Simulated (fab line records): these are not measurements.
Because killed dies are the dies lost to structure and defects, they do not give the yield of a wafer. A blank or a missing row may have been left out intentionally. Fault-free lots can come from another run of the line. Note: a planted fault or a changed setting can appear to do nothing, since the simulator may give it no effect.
What tool caused it? | flow n5 finfet | 9 lots with 27 wafers sampled at 4 steps, on a route of 1938 steps

== WHAT EACH GAUGE READ, for each wafer ==
N5_BEOL_M4_RC_MEAS_101.
lot  | measured     | on        | IOFF_P (nA/um)
L149 | day 10 11:23 | prober-01 | 0.19 0.19 0.22
L151 | day 10 10:26 | prober-02 | 0.23 0.16 0.20
L152 | day 10 02:59 | prober-01 | 0.22 0.20 0.22
L153 | day 10 16:30 | prober-02 | 0.19 0.17 0.21
L155 | day 11 12:28 | prober-01 | 0.26 0.26 0.27
L157 | day 11 17:00 | prober-02 | 0.18 0.23 0.20
L164 | day 13 21:56 | prober-02 | 0.23 0.19 0.20
L169 | day 15 14:51 | prober-02 | 0.18 0.17 0.19
L171 | day 16 21:25 | prober-01 | 0.21 0.23 0.21

== WHAT TOOL EACH LOT RAN ON (gives the tool, then ch and the chambers of the sampled wafers, and finally the start) ==
lot  | N5_DUMMY_REMOVAL_STRIP_10         | N5_HKMG_FIN_STRIP_57              | N5_HKMG_FIN_ALD_79
L149 | rie diel-04 ch 0,1,3, day 4 06:41 | rie diel-02 ch 0,2, day 4 09:15   | ald metal-01 ch 1,2,3, day 4 10:20
L151 | rie diel-04 ch 0,1, day 4 21:45   | rie diel-02 ch 0,1,3, day 4 23:35 | ald metal-04 ch 0,3, day 5 00:40
L152 | rie diel-01 ch 0,1,3, day 4 22:45 | rie diel-06 ch 1,2,3, day 5 00:46 | ald metal-02 ch 1,3, day 5 01:52
L153 | rie diel-01 ch 0,2, day 5 05:34   | rie diel-02 ch 0,1,2, day 5 07:47 | ald metal-02 ch 0,1,2, day 5 08:59
L155 | rie diel-04 ch 1,3, day 5 20:43   | rie diel-03 ch 1,2,3, day 5 22:40 | ald metal-02 ch 0,1,2, day 5 23:44
L157 | rie diel-05 ch 0,1,3, day 6 09:23 | rie diel-02 ch 2,3, day 6 11:39   | ald metal-01 ch 0,1, day 6 12:44
L164 | rie diel-04 ch 1,2, day 7 22:37   | rie diel-03 ch 1,2,3, day 8 00:27 | ald metal-04 ch 0,1,2, day 8 01:32
L169 | rie diel-04 ch 0,2,3, day 9 03:18 | rie diel-03 ch 1,2,3, day 9 05:12 | ald metal-01 ch 1,2,3, day 9 06:17
L171 | rie diel-04 ch 0,3, day 9 14:49   | rie diel-02 ch 1,2, day 9 16:32   | ald metal-04 ch 0,1, day 9 17:38
- N5_DUMMY_REMOVAL_STRIP_10: strips in N2/H2, time 40 s.
- N5_HKMG_FIN_STRIP_57: strips in CF4.
- N5_HKMG_FIN_ALD_79: deposits TiN, target thk 1.5 nm, pulse time 1 s, purge time 3 s.

== THE ANSWER, worked out from the rows above alone ==
Rule: the usual values come from the lots themselves. Put in order of their means at a reading, lots are off if they are a third of the lots or fewer, leave a main group of 4 or more, and stand apart from it by a gap of 3 or more times the standard deviation of the main group's means; of several such gaps the widest counts. If all means in a main group match to the digits the tables above print for the reading, that group is not used. Also off: a lot with no number at a reading for which 4 or more lots have one. All remaining lots with rows at the step are treated as sound.
Off: L155, at N5_BEOL_M4_RC_MEAS_101 (IOFF_P). The main group has a mean of 0.20 nA/um with a standard deviation of 0.011.
A tool fits if, at a process step before that reading, it ran every lot that is off, and no sound lot after the first of them. Gauges at N5_BEOL_M4_RC_MEAS_101: tried the same way as those tools. One fits: ald metal-02 at N5_HKMG_FIN_ALD_79. Its last sound lot is L153 (day 5 08:59), its first lot that is off L155 (day 5 23:44): a fault that began between those two fits.

== WHAT THE SIMULATOR HAD INSERTED ==
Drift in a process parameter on ald metal-02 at N5_HKMG_FIN_ALD_79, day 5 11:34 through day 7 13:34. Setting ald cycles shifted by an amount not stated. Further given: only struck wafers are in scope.
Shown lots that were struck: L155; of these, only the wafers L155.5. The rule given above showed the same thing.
